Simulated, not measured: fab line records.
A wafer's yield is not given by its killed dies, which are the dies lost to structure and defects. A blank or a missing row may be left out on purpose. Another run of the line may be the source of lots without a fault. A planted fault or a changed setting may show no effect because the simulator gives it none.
Matching of chambers -- flow n5 finfet -- 3 sister chambers for N5_BEOL_M9_DEP_56 on pecvd-04
The step deposits SiCN from 3MS/NH3, target thk 15 nm, time 26.5 s. 5 wafers are shown with their chamber, then 7 later ones without.

EACH WAFER AND ITS CHAMBER
wafer,chamber,throttle valve pct (%),showerhead plenum p Torr (Torr)
L077.6,1,9.1,3.650
L083.5,2,8.3,3.679
L087.4,2,8.1,3.678
L093.2,0,9.6,3.662
L093.4,0,9.5,3.671

WAFERS MISSING THEIR CHAMBER
wafer,throttle valve pct (%),showerhead plenum p Torr (Torr)
L093.6,9.3,3.648
L094.3,9.7,3.660
L094.5,9.2,3.645
L094.6,9.7,3.670
L096.1,9.0,3.640
L096.4,9.1,3.652
L096.5,9.4,3.671

WHICH CHAMBER EACH ONE RAN IN
wafer,from the rows above,in truth
L093.6,1,1
L094.3,0,0
L094.5,1,1
L094.6,0,0
L096.1,1,1
L096.4,1,1
L096.5,0,0
Correctly placed: 7 of 7. Left unplaced by these rows: 0. Wrongly placed: 0.
How it was worked out, from the rows above alone: a wafer's distance from a chamber is the root of the sum, over the readings, of the square of ((its reading less the chamber's mean) divided by the reading's scatter). If the next closest chamber is less than 2 further off than the closest, the wafer can't be placed; otherwise it belongs to the closest. The mean given for a chamber averages the wafers shown for that chamber. The scatter: take each reading less its chamber's mean, square it, sum over the shown wafers, divide by the number of wafers less the number of chambers, and take the root.
